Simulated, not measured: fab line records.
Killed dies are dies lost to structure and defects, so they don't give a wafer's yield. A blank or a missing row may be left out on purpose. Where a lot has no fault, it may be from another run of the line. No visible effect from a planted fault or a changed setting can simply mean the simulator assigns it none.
Which tool did it? | flow nand-harc | 21 lots, 63 wafers sampled, at 6 steps of a route of 1159

## WHAT THE GAUGES SHOWED, per wafer
The record holds no reading of a measuring or inspecting step that can be judged against a usual standard deviation.

## WHAT TOOL EACH LOT RAN ON (gives the tool, then ch and the chambers of the sampled wafers, and finally the start)
lot  | NHARC_A_CHANNEL_FILL_D1_CMP_10 | NHARC_A_STAIRCASE_DESCUM_11        | NHARC_A_STAIRCASE_TRIM_18                     | NHARC_A_STAIRCASE_DESCUM_186       | NHARC_A_STAIRCASE_TRIM_189     | NHARC_A_STAIRCASE_ETCH_201
L075 | cmp-03 ch 1,2, day 10 20:56    | rie-diel-08 ch 0,2,3, day 11 00:26 | rie-diel-08 ch 1,2,3, day 11 04:59 or earlier | rie-diel-03 ch 0,1,3, day 11 04:59 | rie-diel-03 ch 0,3, no start   | rie-diel-08 ch 0,3, no start
L074 | cmp-04 ch 0,1,3, day 10 20:58  | rie-diel-08 ch 0,1,2, day 11 00:52 | rie-diel-08 ch 0,1, day 11 04:47 or earlier   | rie-diel-08 ch 1,2,3, day 11 04:47 | rie-diel-08 ch 0,1, no start   | rie-diel-08 ch 2,3, no start
L077 | cmp-02 ch 0,1,2, day 11 00:01  | rie-diel-01 ch 0,1,2, day 11 03:46 | rie-diel-01 ch 0,1,3, day 11 07:36 or earlier | rie-diel-08 ch 0,1,2, day 11 07:36 | rie-diel-08 ch 0,2,3, no start | rie-diel-01 ch 1,2,3, no start
L076 | cmp-04 ch 1,2,3, day 11 06:47  | rie-diel-01 ch 0,2,3, day 11 10:17 | rie-diel-01 ch 2,3, day 11 15:14 or earlier   | rie-diel-08 ch 0,1,2, day 11 15:14 | rie-diel-08 ch 0,1,3, no start | rie-diel-01 ch 1,2,3, no start
L078 | cmp-03 ch 1,2, day 11 09:19    | rie-diel-08 ch 1,3, day 11 13:28   | rie-diel-08 ch 1,2, day 11 17:31 or earlier   | rie-diel-08 ch 0,1,3, day 11 17:31 | rie-diel-08 ch 1,2,3, no start | rie-diel-08 ch 0,1,2, no start
L079 | cmp-04 ch 0,1,3, day 11 09:24  | rie-diel-03 ch 0,1, day 11 13:11   | rie-diel-03 ch 0,1, day 11 19:06 or earlier   | rie-diel-01 ch 0,1,2, day 11 19:06 | rie-diel-01 ch 0,2,3, no start | rie-diel-08 ch 0,1,3, no start
L080 | cmp-03 ch 1,2,3, day 12 09:57  | rie-diel-08 ch 0,2,3, day 12 13:18 | rie-diel-08 ch 0,1,2, day 12 17:05 or earlier | rie-diel-03 ch 0,1,3, day 12 17:05 | rie-diel-03 ch 1,2,3, no start | rie-diel-01 ch 0,2,3, no start
L081 | cmp-03 ch 1,3, day 12 18:46    | rie-diel-03 ch 1,2, day 12 22:34   | rie-diel-03 ch 0,1, day 13 02:27 or earlier   | rie-diel-03 ch 0,3, day 13 02:27   | rie-diel-03 ch 0,1,3, no start | rie-diel-08 ch 0,1,3, no start
L082 | cmp-04 ch 0,1, day 12 18:48    | rie-diel-03 ch 0,1,2, day 12 22:17 | rie-diel-03 ch 1,3, day 13 02:10 or earlier   | rie-diel-08 ch 0,1, day 13 02:10   | rie-diel-08 ch 0,2, no start   | rie-diel-08 ch 0,1,3, no start
L083 | cmp-04 ch 1,3, day 13 00:04    | rie-diel-08 ch 1,3, day 13 03:51   | rie-diel-08 ch 1,2,3, day 13 08:20 or earlier | rie-diel-01 ch 0,1,3, day 13 08:20 | rie-diel-01 ch 1,3, no start   | rie-diel-01 ch 0,2, no start
L084 | cmp-03 ch 0,1, day 13 00:06    | rie-diel-08 ch 0,2, day 13 03:47   | rie-diel-08 ch 0,1, day 13 08:11 or earlier   | rie-diel-08 ch 0,1,2, day 13 08:11 | rie-diel-08 ch 0,1,2, no start | rie-diel-08 ch 0,1,2, no start
L089 | cmp-02 ch 0,2,3, day 13 18:32  | rie-diel-01 ch 0,3, day 13 22:30   | rie-diel-01 ch 1,2,3, day 14 02:53 or earlier | rie-diel-08 ch 0,1,3, day 14 02:53 | rie-diel-08 ch 0,2, no start   | rie-diel-08 ch 0,1, no start
L085 | cmp-03 ch 0,1,3, day 13 18:32  | rie-diel-08 ch 0,2,3, day 13 23:01 | rie-diel-08 ch 0,1,3, day 14 04:29 or earlier | rie-diel-01 ch 0,1,2, day 14 04:29 | rie-diel-01 ch 0,2,3, no start | rie-diel-01 ch 0,1,3, no start
L087 | cmp-02 ch 0,1, day 14 02:55    | rie-diel-08 ch 1,2,3, day 14 06:39 | rie-diel-08 ch 0,1,2, day 14 10:24 or earlier | rie-diel-01 ch 2,3, day 14 10:24   | rie-diel-01 ch 0,3, no start   | rie-diel-08 ch 1,2,3, no start
L088 | cmp-04 ch 0,1, day 14 06:52    | rie-diel-03 ch 0,2, day 14 10:34   | rie-diel-03 ch 0,1, day 14 14:28 or earlier   | rie-diel-03 ch 0,2,3, day 14 14:28 | rie-diel-03 ch 1,2,3, no start | rie-diel-08 ch 0,1,3, no start
L090 | cmp-03 ch 0,3, day 14 16:06    | rie-diel-03 ch 0,2,3, day 14 19:37 | rie-diel-03 ch 0,1,3, day 14 23:16 or earlier | rie-diel-01 ch 0,1,3, day 14 23:16 | rie-diel-01 ch 1,2, no start   | rie-diel-01 ch 0,1, no start
L091 | cmp-03 ch 0,1,2, day 14 20:57  | rie-diel-08 ch 0,1,2, day 15 00:20 | rie-diel-08 ch 1,2,3, day 15 04:38 or earlier | rie-diel-08 ch 0,1,2, day 15 04:38 | rie-diel-08 ch 0,1,3, no start | rie-diel-08 ch 1,2,3, no start
L094 | cmp-04 ch 0,1,2, day 15 04:50  | rie-diel-03 ch 0,1,2, day 15 11:51 | rie-diel-03 ch 0,1,2, day 15 15:40 or earlier | rie-diel-03 ch 0,2,3, day 15 15:40 | rie-diel-03 ch 0,1,2, no start | rie-diel-03 ch 0,1,2, no start
L093 | cmp-02 ch 2,3, day 15 11:29    | rie-diel-03 ch 0,1, day 15 15:19   | rie-diel-03 ch 0,2,3, day 15 20:02 or earlier | rie-diel-01 ch 0,1,3, day 15 20:02 | rie-diel-01 ch 1,2, no start   | rie-diel-01 ch 0,3, no start
L095 | cmp-04 ch 1,2, day 15 15:51    | rie-diel-01 ch 0,1,3, day 15 19:31 | rie-diel-01 ch 0,2, day 16 00:57 or earlier   | rie-diel-01 ch 0,2, day 16 00:57   | rie-diel-01 ch 0,1,3, no start | rie-diel-03 ch 1,2,3, no start
L097 | cmp-04 ch 2,3, day 16 15:30    | rie-diel-01 ch 1,2,3, day 16 19:19 | rie-diel-01 ch 0,2,3, day 17 01:02 or earlier | rie-diel-08 ch 1,2,3, day 17 01:02 | rie-diel-08 ch 0,2,3, no start | rie-diel-08 ch 0,1, no start
- NHARC_A_CHANNEL_FILL_D1_CMP_10: polishes, target thk 150 nm.
- NHARC_A_STAIRCASE_DESCUM_11: chemistry O2, time 3 s.
- NHARC_A_STAIRCASE_TRIM_18: chemistry O2, time 211.2 s.
- NHARC_A_STAIRCASE_DESCUM_186: chemistry O2, time 3 s.
- NHARC_A_STAIRCASE_TRIM_189: chemistry O2, time 211.2 s.
- NHARC_A_STAIRCASE_ETCH_201: etches the open film in C4F8/O2, target depth 100 nm, time 40.5 s.

## WHAT THE TOOLS THEMSELVES READ (means of the sampled wafers that have a number; where no wafer has one, the mark that the record gives instead)
NHARC_A_CHANNEL_FILL_D1_CMP_10. Usual: motor-current-A 12.3 A, standard deviation 1.2; time-to-endpoint-s 14.2 s, standard deviation 2.5.
lot  | tool   | motor-current-A (A) | time-to-endpoint-s (s) | flag
L075 | cmp-03 | 12.3                | 15.2                   |
L074 | cmp-04 | 12.7                | 14.0                   |
L077 | cmp-02 | 11.8                | 16.7                   |
L076 | cmp-04 | 11.7                | 14.0                   |
L078 | cmp-03 | 12.3                | 13.7                   |
L079 | cmp-04 | 12.4                | 14.9                   |
L080 | cmp-03 | 12.2                | 14.5                   |
L081 | cmp-03 | 11.7                | 14.5                   |
L082 | cmp-04 | 12.9                | 16.8                   |
L083 | cmp-04 | 12.9                | 14.4                   |
L084 | cmp-03 | 13.7                | 13.2                   |
L089 | cmp-02 | 11.6                | 14.1                   |
L085 | cmp-03 | 13.0                | 16.6                   |
L087 | cmp-02 | 11.8                | 17.5                   |
L088 | cmp-04 | 13.2                | 14.8                   |
L090 | cmp-03 | 14.1                | 13.8                   |
L091 | cmp-03 | 12.6                | 15.1                   |
L094 | cmp-04 | 11.4                | 13.6                   |
L093 | cmp-02 | 11.9                | 13.5                   |
L095 | cmp-04 | 11.1                | 15.3                   |
L097 | cmp-04 | 10.7                | 12.0                   |

NHARC_A_STAIRCASE_DESCUM_11. Usual: chamber-pressure-mTorr 60.00 mTorr, standard deviation 0.062; drypump-motor-current-A 5.9 A, standard deviation 0.43; oes-product-au 1.005 a.u., standard deviation 0.014; rf-vpp-V 58.0 V, standard deviation 0.83; showerhead-plenum-p-Torr 1.92 Torr, standard deviation 0.078; throttle-valve-pct 11.311 %, standard deviation 0.009.
lot  | tool        | chamber-pressure-mTorr (mTorr) | drypump-motor-current-A (A) | oes-product-au (a.u.) | rf-vpp-V (V) | showerhead-plenum-p-Torr (Torr) | throttle-valve-pct (%) | flag
L075 | rie-diel-08 | 60.02                          | 6.3                         | 1.015                 | 58.0         | 1.90                            | 11.320                 |
L074 | rie-diel-08 | 60.00                          | 6.1                         | 1.001                 | 58.4         | 1.91                            | 11.304                 |
L077 | rie-diel-01 | 60.01                          | 5.8                         | 0.989                 | 58.8         | 1.96                            | 11.312                 |
L076 | rie-diel-01 | 60.04                          | 5.7                         | 0.989                 | 58.4         | 1.94                            | 11.306                 |
L078 | rie-diel-08 | 59.99                          | 6.2                         | 1.013                 | 57.7         | 1.85                            | 11.297                 |
L079 | rie-diel-03 | 60.05                          | 5.7                         | 1.005                 | 57.7         | 1.89                            | 11.303                 |
L080 | rie-diel-08 | 59.92                          | 6.3                         | 1.009                 | 58.0         | 1.90                            | 11.312                 |
L081 | rie-diel-03 | 60.07                          | 5.5                         | 1.018                 | 57.7         | 1.93                            | 11.326                 |
L082 | rie-diel-03 | 59.98                          | 5.6                         | 1.006                 | 57.1         | 1.93                            | 11.311                 |
L083 | rie-diel-08 | 60.03                          | 6.3                         | 1.025                 | 57.7         | 1.83                            | 11.318                 |
L084 | rie-diel-08 | 59.97                          | 6.2                         | 1.004                 | 57.5         | 1.94                            | 11.308                 |
L089 | rie-diel-01 | 59.98                          | 5.3                         | 1.002                 | 57.9         | 1.92                            | 11.308                 |
L085 | rie-diel-08 | 60.02                          | 6.3                         | 1.017                 | 57.6         | 1.89                            | 11.309                 |
L087 | rie-diel-08 | 59.96                          | 6.2                         | 1.014                 | 57.5         | 1.87                            | 11.325                 |
L088 | rie-diel-03 | 60.01                          | 5.6                         | 1.005                 | 58.2         | 1.95                            | 11.312                 |
L090 | rie-diel-03 | 59.96                          | 5.6                         | 0.998                 | 58.1         | 1.93                            | 11.323                 |
L091 | rie-diel-08 | 60.00                          | 6.1                         | 1.003                 | 58.2         | 1.90                            | 11.310                 |
L094 | rie-diel-03 | 60.03                          | 5.6                         | 1.002                 | 57.9         | 1.92                            | 11.315                 |
L093 | rie-diel-03 | 59.97                          | 5.7                         | 1.006                 | 58.6         | 1.88                            | 11.317                 |
L095 | rie-diel-01 | 60.02                          | 5.3                         | 0.996                 | 58.3         | 2.04                            | 11.307                 |
L097 | rie-diel-01 | 60.01                          | 5.5                         | 0.990                 | 58.4         | 2.02                            | 11.312                 |

NHARC_A_STAIRCASE_TRIM_18. Usual: chamber-pressure-mTorr 60.01 mTorr, standard deviation 0.055; drypump-motor-current-A 5.9 A, standard deviation 0.43; oes-product-au 1.004 a.u., standard deviation 0.016; rf-vpp-V 57.8 V, standard deviation 0.92; showerhead-plenum-p-Torr 3.54 Torr, standard deviation 0.13; throttle-valve-pct 17.038 %, standard deviation 0.0087.
lot  | tool        | chamber-pressure-mTorr (mTorr) | drypump-motor-current-A (A) | oes-product-au (a.u.) | rf-vpp-V (V) | showerhead-plenum-p-Torr (Torr) | throttle-valve-pct (%) | flag
L075 | rie-diel-08 | 60.05                          | 6.3                         | 1.017                 | 58.5         | 3.47                            | 17.037                 |
L074 | rie-diel-08 | 60.04                          | 6.1                         | 1.014                 | 57.4         | 3.47                            | 17.031                 |
L077 | rie-diel-01 | 59.98                          | 5.4                         | 0.985                 | 57.3         | 3.59                            | 17.045                 |
L076 | rie-diel-01 | 59.98                          | 5.5                         | 0.985                 | 58.0         | 3.70                            | 17.039                 |
L078 | rie-diel-08 | 60.06                          | 6.2                         | 1.008                 | 57.5         | 3.54                            | 17.034                 |
L079 | rie-diel-03 | 59.97                          | 5.7                         | 1.005                 | 57.3         | 3.55                            | 17.031                 |
L080 | rie-diel-08 | 59.99                          | 6.1                         | 1.006                 | 57.3         | 3.52                            | 17.040                 |
L081 | rie-diel-03 | 60.04                          | 5.7                         | 1.004                 | 58.1         | 3.54                            | 17.038                 |
L082 | rie-diel-03 | 59.99                          | 5.6                         | 0.997                 | 57.4         | 3.47                            | 17.034                 |
L083 | rie-diel-08 | 60.00                          | 6.2                         | 1.016                 | 58.0         | 3.46                            | 17.043                 |
L084 | rie-diel-08 | 60.03                          | 6.1                         | 1.021                 | 57.3         | 3.49                            | 17.033                 |
L089 | rie-diel-01 | 60.03                          | 5.5                         | 0.988                 | 58.5         | 3.72                            | 17.032                 |
L085 | rie-diel-08 | 60.03                          | 6.2                         | 1.022                 | 57.9         | 3.44                            | 17.036                 |
L087 | rie-diel-08 | 60.02                          | 6.1                         | 1.005                 | 58.2         | 3.51                            | 17.043                 |
L088 | rie-diel-03 | 59.99                          | 5.7                         | 0.999                 | 58.7         | 3.54                            | 17.045                 |
L090 | rie-diel-03 | 60.03                          | 5.6                         | 1.003                 | 58.5         | 3.50                            | 17.040                 |
L091 | rie-diel-08 | 60.02                          | 6.3                         | 1.019                 | 58.1         | 3.45                            | 17.036                 |
L094 | rie-diel-03 | 59.99                          | 5.6                         | 1.003                 | 57.6         | 3.54                            | 17.039                 |
L093 | rie-diel-03 | 59.98                          | 5.6                         | 0.997                 | 57.9         | 3.56                            | 17.043                 |
L095 | rie-diel-01 | 60.00                          | 6.0                         | 0.985                 | 57.9         | 3.77                            | 17.039                 |
L097 | rie-diel-01 | 60.01                          | 5.7                         | 0.984                 | 57.7         | 3.72                            | 17.035                 |

NHARC_A_STAIRCASE_DESCUM_186. Usual: chamber-pressure-mTorr 60.00 mTorr, standard deviation 0.059; drypump-motor-current-A 5.9 A, standard deviation 0.45; oes-product-au 1.003 a.u., standard deviation 0.014; rf-vpp-V 57.9 V, standard deviation 0.95; showerhead-plenum-p-Torr 1.93 Torr, standard deviation 0.088; throttle-valve-pct 11.311 %, standard deviation 0.0086.
lot  | tool        | chamber-pressure-mTorr (mTorr) | drypump-motor-current-A (A) | oes-product-au (a.u.) | rf-vpp-V (V) | showerhead-plenum-p-Torr (Torr) | throttle-valve-pct (%) | flag
L075 | rie-diel-03 | 59.98                          | 5.6                         | 1.002                 | 58.6         | 1.91                            | 11.316                 |
L074 | rie-diel-08 | 59.95                          | 6.3                         | 1.011                 | 58.5         | 1.88                            | 11.317                 |
L077 | rie-diel-08 | 59.93                          | 6.2                         | 1.010                 | 57.1         | 1.91                            | 11.309                 |
L076 | rie-diel-08 | 60.00                          | 6.1                         | 1.016                 | 57.9         | 1.91                            | 11.312                 |
L078 | rie-diel-08 | 60.02                          | 6.2                         | 1.022                 | 57.2         | 1.87                            | 11.308                 |
L079 | rie-diel-01 | 60.00                          | 5.8                         | 0.990                 | 58.1         | 1.95                            | 11.309                 |
L080 | rie-diel-03 | 60.06                          | 5.6                         | 0.997                 | 58.0         | 1.90                            | 11.315                 |
L081 | rie-diel-03 | 59.98                          | 5.7                         | 1.008                 | 57.5         | 1.93                            | 11.307                 |
L082 | rie-diel-08 | 59.99                          | 6.1                         | 1.015                 | 57.4         | 1.87                            | 11.311                 |
L083 | rie-diel-01 | 60.01                          | 5.4                         | 1.002                 | 59.1         | 1.94                            | 11.300                 |
L084 | rie-diel-08 | 60.01                          | 6.2                         | 1.014                 | 57.1         | 1.90                            | 11.312                 |
L089 | rie-diel-08 | 59.98                          | 6.2                         | 1.016                 | 57.5         | 1.86                            | 11.313                 |
L085 | rie-diel-01 | 60.03                          | 5.8                         | 0.986                 | 58.3         | 1.95                            | 11.314                 |
L087 | rie-diel-01 | 60.01                          | 5.5                         | 1.003                 | 57.9         | 2.01                            | 11.310                 |
L088 | rie-diel-03 | 60.00                          | 5.6                         | 1.002                 | 57.7         | 1.93                            | 11.322                 |
L090 | rie-diel-01 | 59.98                          | 5.4                         | 0.990                 | 58.6         | 2.04                            | 11.313                 |
L091 | rie-diel-08 | 60.01                          | 6.1                         | 1.011                 | 58.2         | 1.90                            | 11.316                 |
L094 | rie-diel-03 | 60.01                          | 5.6                         | 1.000                 | 57.0         | 1.93                            | 11.309                 |
L093 | rie-diel-01 | 60.02                          | 5.4                         | 0.999                 | 58.2         | 2.04                            | 11.314                 |
L095 | rie-diel-01 | 59.99                          | 6.1                         | 0.977                 | 58.8         | 2.04                            | 11.305                 |
L097 | rie-diel-08 | 59.95                          | 6.3                         | 1.009                 | 58.6         | 1.86                            | 11.309                 |

NHARC_A_STAIRCASE_TRIM_189. Usual: chamber-pressure-mTorr 60.00 mTorr, standard deviation 0.056; drypump-motor-current-A 5.9 A, standard deviation 0.47; oes-product-au 1.003 a.u., standard deviation 0.014; rf-vpp-V 57.8 V, standard deviation 0.88; showerhead-plenum-p-Torr 3.56 Torr, standard deviation 0.15; throttle-valve-pct 17.037 %, standard deviation 0.0086.
lot  | tool        | chamber-pressure-mTorr (mTorr) | drypump-motor-current-A (A) | oes-product-au (a.u.) | rf-vpp-V (V) | showerhead-plenum-p-Torr (Torr) | throttle-valve-pct (%) | flag
L075 | rie-diel-03 | 60.08                          | 5.6                         | 1.005                 | 57.3         | 3.54                            | 17.035                 |
L074 | rie-diel-08 | 60.01                          | 6.1                         | 1.012                 | 57.9         | 3.47                            | 17.041                 |
L077 | rie-diel-08 | 59.99                          | 6.3                         | 1.011                 | 56.5         | 3.50                            | 17.029                 |
L076 | rie-diel-08 | 59.99                          | 6.2                         | 1.016                 | 56.7         | 3.45                            | 17.042                 |
L078 | rie-diel-08 | 60.03                          | 6.2                         | 1.015                 | 57.4         | 3.47                            | 17.032                 |
L079 | rie-diel-01 | 59.96                          | 5.7                         | 0.993                 | 57.5         | 3.56                            | 17.040                 |
L080 | rie-diel-03 | 60.02                          | 5.6                         | 1.003                 | 57.8         | 3.51                            | 17.031                 |
L081 | rie-diel-03 | 60.01                          | 5.7                         | 1.004                 | 57.7         | 3.51                            | 17.037                 |
L082 | rie-diel-08 | 60.04                          | 6.2                         | 1.013                 | 57.9         | 3.55                            | 17.033                 |
L083 | rie-diel-01 | 60.02                          | 5.1                         | 0.996                 | 58.5         | 3.71                            | 17.030                 |
L084 | rie-diel-08 | 59.97                          | 6.2                         | 1.012                 | 57.4         | 3.51                            | 17.037                 |
L089 | rie-diel-08 | 59.98                          | 6.2                         | 1.013                 | 58.2         | 3.56                            | 17.039                 |
L085 | rie-diel-01 | 60.00                          | 5.8                         | 0.998                 | 57.8         | 3.55                            | 17.033                 |
L087 | rie-diel-01 | 60.00                          | 5.6                         | 1.001                 | 57.2         | 3.40                            | 17.033                 |
L088 | rie-diel-03 | 59.97                          | 5.6                         | 0.999                 | 57.8         | 3.50                            | 17.026                 |
L090 | rie-diel-01 | 60.03                          | 6.0                         | 0.983                 | 58.4         | 3.73                            | 17.041                 |
L091 | rie-diel-08 | 59.99                          | 6.3                         | 1.010                 | 58.3         | 3.43                            | 17.033                 |
L094 | rie-diel-03 | 60.01                          | 5.7                         | 1.010                 | 57.5         | 3.54                            | 17.034                 |
L093 | rie-diel-01 | 59.99                          | 5.6                         | 1.000                 | 57.9         | 3.75                            | 17.030                 |
L095 | rie-diel-01 | 60.01                          | 5.4                         | 0.989                 | 58.0         | 3.74                            | 17.037                 |
L097 | rie-diel-08 | 60.02                          | 6.3                         | 1.016                 | 57.7         | 3.48                            | 17.039                 |

NHARC_A_STAIRCASE_ETCH_201. Usual: chamber-pressure-mTorr 24.999 mTorr, standard deviation 0.024; oes-product-au 0.945 a.u., standard deviation 0.014; rf-vpp-V 897 V, standard deviation 5.6.
lot  | tool        | chamber-pressure-mTorr (mTorr) | oes-product-au (a.u.) | rf-vpp-V (V) | flag
L075 | rie-diel-08 | 25.029                         | 0.952                 | 894          |
L074 | rie-diel-08 | 24.995                         | 0.951                 | 895          |
L077 | rie-diel-01 | 24.986                         | 0.939                 | 904          |
L076 | rie-diel-01 | 25.001                         | 0.944                 | 903          |
L078 | rie-diel-08 | 25.007                         | 0.950                 | 896          |
L079 | rie-diel-08 | 25.003                         | 0.954                 | 894          |
L080 | rie-diel-01 | 25.007                         | 0.943                 | 897          |
L081 | rie-diel-08 | 24.998                         | 0.950                 | 893          |
L082 | rie-diel-08 | 24.990                         | 0.942                 | 893          |
L083 | rie-diel-01 | 25.013                         | 0.933                 | 898          |
L084 | rie-diel-08 | 25.010                         | 0.944                 | 896          |
L089 | rie-diel-08 | 25.009                         | 0.949                 | 893          |
L085 | rie-diel-01 | 24.976                         | 0.932                 | 898          |
L087 | rie-diel-08 | 25.008                         | 0.952                 | 893          |
L088 | rie-diel-08 | 25.013                         | 0.960                 | 893          |
L090 | rie-diel-01 | 25.003                         | 0.949                 | 905          |
L091 | rie-diel-08 | 24.989                         | 0.955                 | 893          |
L094 | rie-diel-03 | 24.992                         | 0.935                 | 896          |
L093 | rie-diel-01 | 24.972                         | 0.933                 | 903          |
L095 | rie-diel-03 | 24.984                         | 0.935                 | 895          |
L097 | rie-diel-08 | 25.033                         | 0.956                 | 894          |

## THE ANSWER, worked out from the rows above alone
Rule: take the mean of a lot's wafers that have a number; if it is more than 3 standard deviations from the usual mean, the lot is off. A lot without any number at a reading at which 4 lots or more have one is off too. All remaining lots with rows at the step are treated as sound. The gauges are gone through in route order, then the tools' own readings, and for those a lot's mean is taken as printed above. The first step at which some lot is off is used, and at that step the reading that is off furthest; a lot without a number counts as furthest.
None of the lots is off at any reading shown; this tells nothing.

## WHAT HAD BEEN PUT IN BY THE SIMULATOR
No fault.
